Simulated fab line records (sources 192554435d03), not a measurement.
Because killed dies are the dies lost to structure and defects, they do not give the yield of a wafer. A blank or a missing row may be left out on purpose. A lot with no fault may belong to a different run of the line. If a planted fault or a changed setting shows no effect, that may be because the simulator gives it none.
A lot that was struck, set against a sound lot + flow n5_finfet + 39 out of 1938 route steps
Sound: wafers L525.2, L525.3, L525.6. The struck wafers were L517.1, L517.2, L517.4. The cause is named last.
At each step with rows: each side's tool, then ch and its chambers, then its first start. Under that, the readings that differ: sound wafers + struck wafers + difference of the means + sigmas: that difference in standard deviations of wafers without a fault.
alike: readings whose means differ by less than 2 such deviations, and words and numbers that are the same on both sides. not compared: withheld readings, readings that some wafer has no value for, bounds like >300 that may hide the same value, and numbers for which the record gives no deviation and whose values overlap.
A row with sigmas, a row that says differs or no value, or rows on one side alone: a step with any of these is where the two part. When numbers do not overlap yet have no deviation, they are printed without sigmas and do not part them. Lack of a reading on every wafer of one side parts them only where that side has two or more wafers.

first, 9 steps without rows for these wafers: N5_BEOL_M4_ANNEAL_95 (time 240 s); N5_BEOL_M4_SPUTTER_96 (material Cu, target thk 4.5 nm, time 8.29 s); N5_BEOL_M4_ECD_50 (material Cu, target thk 300 nm); N5_BEOL_M4_ANNEAL_51 (time 90 s); N5_BEOL_M4_CMP_52 (polishes, stops on SiOC, t overpolish 6.8 s, target thk 40 nm); N5_BEOL_M4_PRE_CLEAN_60 (time 15 s); N5_BEOL_M4_CO_CAP_55 (material Co, precursor CCTBA/H2, target thk 2 nm, time 102.1 s); N5_BEOL_M4_PRE_CLEAN_56 (time 15 s); N5_BEOL_M4_DEP_57 (deposits SiCN from 3MS/NH3, target thk 8 nm, time 14 s).
N5_BEOL_M4_RC_MEAS_101:
  sound on prober-02 ch 0, day 13 10:44; struck on prober-01 ch 0, day 11 08:00
| reading        | sound                | struck               | difference | sigmas |
|----------------|----------------------|----------------------|------------|--------|
| IOFF_P (nA/um) | 0.17 0.15 0.20       | 0.29 0.26 0.21       | +0.08      | +2     |
| VT_P (mV)      | -255.2 -255.9 -252.0 | -243.5 -245.6 -248.5 | +8.5       | +3     |
  alike: DIBL_N, DIBL_P, IOFF_N, ION_N, ION_P, SS_N, SS_P, VT_N
then, 24 steps without rows for these wafers: N5_BEOL_M5_ILD_DEP_00 (deposits SiCOH lowk from DEMS/porogen, target thk 140.64 nm, time 25.9 s); N5_BEOL_M5_CURE_79 (cures SiCOH lowk, time 240 s); N5_BEOL_M5_PECVD_70 (deposits SiO2 from TEOS/O2, target thk 16 nm, time 18 s); N5_BEOL_M5_HM_DEP_02 (deposits TiN, target thk 20 nm); N5_BEOL_M5_COAT_59 (time 60 s, resist thk 60 nm); N5_BEOL_M5_COAT_60 (time 60 s, resist thk 12 nm); N5_BEOL_M5_COAT_71 (time 60 s, resist thk 5 nm); N5_BEOL_M5_COAT_05 (resist thk 30 nm); N5_BEOL_M5_EBR_07; N5_BEOL_M5_SOFTBAKE_06 (time 60 s); N5_BEOL_M5_EXPOSE_08 (exposes mask M5, target cd 28 nm); N5_BEOL_M5_PEB_09 (peb time 60 s); N5_BEOL_M5_DEVELOP_10 (develop time 30 s); N5_BEOL_M5_DESCUM_16 (chemistry O2, time 7 s); N5_BEOL_M5_ETCH_72 (etches underlayer in N2/H2, target depth 6.5 nm, time 5.2 s); N5_BEOL_M5_ETCH_61 (etches SiARC in CF4, target depth 15.6 nm, time 26 s); N5_BEOL_M5_ETCH_62 (etches SOC in N2/H2, target depth 75 nm, overetch 15 nm, time 112.5 s); N5_BEOL_M5_STRIP_63 (strips in N2/H2); N5_BEOL_M5_STRIP_73 (strips in N2/H2); N5_BEOL_M5_STRIP_64 (strips in CF4); N5_BEOL_M5_HM_OPEN_17 (chemistry Cl2/BCl3, target TiN, target depth 20 nm, overetch 6 nm); N5_BEOL_M5_STRIP_19 (strips in O2); N5_BEOL_M5_COAT_65 (time 60 s, resist thk 60 nm); N5_BEOL_M5_COAT_66 (time 60 s, resist thk 12 nm).
N5_BEOL_M5_CMP_52: polishes, stops on SiCOH lowk, t overpolish 6.9 s, target thk 62 nm.
  sound on cmp-02 ch 2,3, day 13 22:29; struck on cmp-02 ch 1,2,3, day 11 21:20
  no value came back on the struck wafers for any of 5 readings (barrier_field_endpoint_s (s), clearing_platen_down_force_psi (psi) and others); on the sound wafers barrier_field_endpoint_s (s) reads 23.9 24.4 24.0
| reading                                    | sound          | struck         | difference | sigmas |
|--------------------------------------------|----------------|----------------|------------|--------|
| model.Cu_of_BEOL_M5_ECD_50.thk_nm (nm)     | 60.2 60.4 59.6 | 300 301 300.8  | +241       |        |
| model.SiO2_of_BEOL_M5_PECVD_70.thk_nm (nm) | 0 0 0          | 15.8 15.8 15.8 | +15.8      |        |
N5_BEOL_M5_THK_MEAS_53: measures by xrf.
  sound: film_metro-02 at day 13 22:46; struck: film_metro-02 at day 11 21:35
| reading     | sound          | struck            | difference | sigmas      |
|-------------|----------------|-------------------|------------|-------------|
| M5_THK (nm) | 60.7 60.5 59.9 | 294.4 296.3 295.9 | +235.2     | +99 or more |
N5_BEOL_M5_RS_MEAS_57: measures by four-point-probe.
  sound: film_metro-01 at day 13 23:02; struck: film_metro-02 at day 11 21:51
| reading        | sound             | struck            | difference | sigmas |
|----------------|-------------------|-------------------|------------|--------|
| M5_RS (ohm/sq) | 0.400 0.398 0.404 | 0.054 0.054 0.054 | -0.347     | -27    |
N5_BEOL_M5_INSPECT_58: inspects for defects (darkfield).
  sound: defect_inspect-01 at day 13 23:04; struck: defect_inspect-01 at day 11 21:53
| reading          | sound    | struck         | difference | sigmas |
|------------------|----------|----------------|------------|--------|
| raw_defect_count | 77 77 58 | 1985 1975 2023 | +1924      | +77    |
-- a jump in the record: the struck wafers' starts before and after are 4 days apart (it breaks off in module BEOL_M5 and resumes in module PASSIVATION, where the first step shown is number 1936 of the route) --
N5_PASSIVATION_PROBE_49:
  sound: prober-01 at day 18 02:17; struck: prober-02 at day 16 02:35
| reading                  | sound          | struck         | difference | sigmas      |
|--------------------------|----------------|----------------|------------|-------------|
| defect_limited_yield (%) | 90.5 91.4 91.7 | 0 0 0          | -91        | -57         |
| killed_at_M4_up          | 13 11 11       | 1099 1077 1083 | +1075      | +99 or more |
| killed_at_contacts       | 30 8 17        | 4 4 8          | -13        | -2          |
| killed_dies              | 112 101 98     | 1180 1180 1180 | +1076      | +57         |
| killed_on_rim            | 10 11 14       | 152 152 152    | +140       | +36         |
| sort_n_pass              | 1068 1079 1082 | 0 0 0          | -1076      | -49         |
| sort_yield_pct (%)       | 90.5 91.4 91.7 | 0 0 0          | -91        | -48         |
  alike: killed_at_M0_to_M3, killed_at_front_end, killed_at_other, killed_open, killed_short, sort_bin_5_function, sort_bin_6_memory

WHERE THEY PART
Earliest at N5_BEOL_M4_RC_MEAS_101; latest, in this record, at N5_PASSIVATION_PROBE_49.

WHY: what the simulator had put in
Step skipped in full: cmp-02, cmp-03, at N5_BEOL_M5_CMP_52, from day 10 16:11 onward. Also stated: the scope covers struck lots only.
